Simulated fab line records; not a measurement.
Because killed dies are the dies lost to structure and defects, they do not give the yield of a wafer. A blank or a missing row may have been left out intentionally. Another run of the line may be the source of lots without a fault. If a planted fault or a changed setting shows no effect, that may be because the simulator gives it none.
Matching of chambers || flow n5Finfet || rieDiel-04 running N5_HKMG_FIN_ETCH_55: 4 sister chambers
The step etches SOC in N2/H2, target depth 240 nm, time 300 s. 14 wafers are shown with their chamber, then 7 later ones without.

WAFERS PAIRED WITH THEIR CHAMBERS
{"wafer": "L299.2", "chamber": 1, "showerheadPlenumPTorr (Torr)": 2.61, "throttleValvePct (%)": 17.84, "oesProductAu (a.u.)": 0.93}
{"wafer": "L299.3", "chamber": 3, "showerheadPlenumPTorr (Torr)": 2.63, "throttleValvePct (%)": 17.72, "oesProductAu (a.u.)": 0.75}
{"wafer": "L299.4", "chamber": 2, "showerheadPlenumPTorr (Torr)": 2.52, "throttleValvePct (%)": 17.60, "oesProductAu (a.u.)": 0.72}
{"wafer": "L305.1", "chamber": 3, "showerheadPlenumPTorr (Torr)": 2.62, "throttleValvePct (%)": 17.72, "oesProductAu (a.u.)": 0.74}
{"wafer": "L305.2", "chamber": 1, "showerheadPlenumPTorr (Torr)": 2.61, "throttleValvePct (%)": 17.85, "oesProductAu (a.u.)": 0.89}
{"wafer": "L305.4", "chamber": 0, "showerheadPlenumPTorr (Torr)": 2.54, "throttleValvePct (%)": 18.02, "oesProductAu (a.u.)": 0.78}
{"wafer": "L316.2", "chamber": 2, "showerheadPlenumPTorr (Torr)": 2.50, "throttleValvePct (%)": 17.64, "oesProductAu (a.u.)": 0.70}
{"wafer": "L316.3", "chamber": 1, "showerheadPlenumPTorr (Torr)": 2.60, "throttleValvePct (%)": 17.89, "oesProductAu (a.u.)": 0.86}
{"wafer": "L316.4", "chamber": 0, "showerheadPlenumPTorr (Torr)": 2.53, "throttleValvePct (%)": 18.04, "oesProductAu (a.u.)": 0.74}
{"wafer": "L317.1", "chamber": 0, "showerheadPlenumPTorr (Torr)": 2.53, "throttleValvePct (%)": 18.06, "oesProductAu (a.u.)": 0.74}
{"wafer": "L317.2", "chamber": 2, "showerheadPlenumPTorr (Torr)": 2.50, "throttleValvePct (%)": 17.65, "oesProductAu (a.u.)": 0.69}
{"wafer": "L317.5", "chamber": 3, "showerheadPlenumPTorr (Torr)": 2.61, "throttleValvePct (%)": 17.77, "oesProductAu (a.u.)": 0.72}
{"wafer": "L320.1", "chamber": 2, "showerheadPlenumPTorr (Torr)": 2.50, "throttleValvePct (%)": 17.68, "oesProductAu (a.u.)": 0.70}
{"wafer": "L320.3", "chamber": 0, "showerheadPlenumPTorr (Torr)": 2.53, "throttleValvePct (%)": 18.10, "oesProductAu (a.u.)": 0.74}

SIGNATURES, as means of the wafers listed above
{"reading": "showerheadPlenumPTorr", "chamber 0": 2.5325, "chamber 1": 2.6067, "chamber 2": 2.5050, "chamber 3": 2.6200, "scatter within a chamber": 0.00801}
{"reading": "throttleValvePct", "chamber 0": 18.0550, "chamber 1": 17.8600, "chamber 2": 17.6425, "chamber 3": 17.7367, "scatter within a chamber": 0.0314}
{"reading": "oesProductAu", "chamber 0": 0.7500, "chamber 1": 0.8933, "chamber 2": 0.7025, "chamber 3": 0.7367, "scatter within a chamber": 0.0215}
Rule: distance of a wafer from a chamber = root of the sum over the readings of ((wafer's reading minus chamber's mean) / reading's scatter) squared. The wafer belongs to the nearest chamber; if the next one is less than 2 further off, it can't be placed. The scatter: take each reading less its chamber's mean, square it, sum over the shown wafers, divide by the number of wafers less the number of chambers, and take the root.

WAFERS WITH NO CHAMBER GIVEN
{"wafer": "L320.4", "showerheadPlenumPTorr (Torr)": 2.61, "throttleValvePct (%)": 17.79, "oesProductAu (a.u.)": 0.72}
{"wafer": "L321.1", "showerheadPlenumPTorr (Torr)": 2.50, "throttleValvePct (%)": 17.67, "oesProductAu (a.u.)": 0.69}
{"wafer": "L321.2", "showerheadPlenumPTorr (Torr)": 2.53, "throttleValvePct (%)": 18.06, "oesProductAu (a.u.)": 0.74}
{"wafer": "L321.3", "showerheadPlenumPTorr (Torr)": 2.61, "throttleValvePct (%)": 17.78, "oesProductAu (a.u.)": 0.72}
{"wafer": "L322.1", "showerheadPlenumPTorr (Torr)": 2.61, "throttleValvePct (%)": 17.78, "oesProductAu (a.u.)": 0.71}
{"wafer": "L322.4", "showerheadPlenumPTorr (Torr)": 2.59, "throttleValvePct (%)": 17.90, "oesProductAu (a.u.)": 0.85}
{"wafer": "L322.5", "showerheadPlenumPTorr (Torr)": 2.61, "throttleValvePct (%)": 17.79, "oesProductAu (a.u.)": 0.71}

THE CHAMBER EACH PASSED THROUGH
{"wafer": "L320.4", "from the rows above": 3, "in truth": 3}
{"wafer": "L321.1", "from the rows above": 2, "in truth": 2}
{"wafer": "L321.2", "from the rows above": 0, "in truth": 0}
{"wafer": "L321.3", "from the rows above": 3, "in truth": 3}
{"wafer": "L322.1", "from the rows above": 3, "in truth": 3}
{"wafer": "L322.4", "from the rows above": 1, "in truth": 1}
{"wafer": "L322.5", "from the rows above": 3, "in truth": 3}
Placed correctly: 7 of 7. From these rows, 0 cannot be placed. Placed wrongly: 0.
